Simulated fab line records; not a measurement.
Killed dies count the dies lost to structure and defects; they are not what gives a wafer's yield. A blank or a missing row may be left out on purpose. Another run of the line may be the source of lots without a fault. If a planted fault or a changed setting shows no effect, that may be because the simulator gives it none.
Split-lot experiment -- flow n5Finfet -- 21 wafers read across 7 lots, on a route 1938 steps long

## ABOUT THE SPLIT
At N5_PASSIVATION_AL_DEP_21 (deposits Al, target thk 2800 nm, time 170 s), the setting timeS was moved away from the recipe's 170 s on 9 of the 21 wafers read, by -8.5% to +14.1%. This setting was run at the recipe's value on the other wafers.

Reading taken at the split's own step.

## THE READING
Al_of_PASSIVATION_AL_DEP_21.thkNm (the simulator's own value, which no gauge read), in nm, at N5_PASSIVATION_AL_DEP_21 (deposits Al, target thk 2800 nm, time 170 s). There is no usual value for it anywhere in the file. Here, 12 wafers ran the recipe; their average is 2817 nm with a standard deviation of 46 nm.

wafer,"tool, chamber at the split","timeS as run, s",against the recipe,"Al_of_PASSIVATION_AL_DEP_21.thkNm, nm",against lot-mates on the recipe
L080.2,"pvdSputter-01, -",170,recipe,2862,-
L080.3,"pvdSputter-01, -",158.1,-7.0%,2639,-220
L080.4,"pvdSputter-01, -",170,recipe,2857,-
L085.1,"pvdSputter-03, -",170,recipe,2821,-
L085.2,"pvdSputter-03, -",170,recipe,2839,-
L085.5,"pvdSputter-03, -",170,recipe,2830,-
L081.1,"pvdSputter-03, -",190.2,+11.9%,3230,+338
L081.4,"pvdSputter-03, -",170,recipe,2892,-
L081.5,"pvdSputter-03, -",190.2,+11.9%,3201,+309
L086.2,"pvdSputter-02, -",170,recipe,2812,-
L086.4,"pvdSputter-02, -",170,recipe,2813,-
L086.6,"pvdSputter-02, -",194,+14.1%,3208,+396
L088.3,"pvdSputter-03, -",192.1,+13.0%,3184,+372
L088.4,"pvdSputter-03, -",170,recipe,2812,-
L088.5,"pvdSputter-03, -",192.1,+13.0%,3171,+359
L089.3,"pvdSputter-03, -",155.6,-8.5%,2556,-255
L089.4,"pvdSputter-03, -",155.6,-8.5%,2570,-241
L089.6,"pvdSputter-03, -",170,recipe,2811,-
L097.1,"pvdSputter-01, -",170,recipe,2727,-
L097.3,"pvdSputter-01, -",187.5,+10.3%,3020,+290
L097.6,"pvdSputter-01, -",170,recipe,2732,-

THE FIT
A straight line over all 21 wafers: Al_of_PASSIVATION_AL_DEP_21.thkNm changes by +28.6 nm for each +1% of timeS; r = +0.98; the points scatter about the line by 47 nm.
The same after taking each lot's own level away (the mean of its wafers on the recipe; 21 wafers): +28.3 nm for each +1%; r = +1.00; scatter 8.9 nm.
The reading moves by 4e+02 nm for the largest change in timeS, on that fit.
Measured against the standard deviation above, the lots' own levels, which go from 2729.5 to 2892.0 nm, span 3.5 times it.
The two slopes agree, so the slope changes little with the lot-to-lot level.
Check: for one of the wafers moved furthest among these (+14.1%), held out of the fit, the line's prediction against its lot-mates is +397 nm. Against them it came out at +396 nm.

## ADDITIONAL SPLITS CARRIED BY THESE WAFERS
Other splits were also applied to these wafers ahead of the reading. Each is held against what the fit with the lots' levels taken away leaves over:
other split on the same wafers,wafers away from the commonest value,r with Al_of_PASSIVATION_AL_DEP_21.thkNm (lot level and that fit taken away)
N5_BEOL_M15_COAT_58 spinRpm,6,+0.19
N5_MIM_TOP_SPUTTER_03 timeS,6,-0.14
N5_PASSIVATION_VIA_ETCH_13 biasW,7,+0.02

## FILE'S OWN FIT
Al_of_PASSIVATION_AL_DEP_21.thkNm changes by +28.3 nm for each +1% of timeS, r = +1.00.
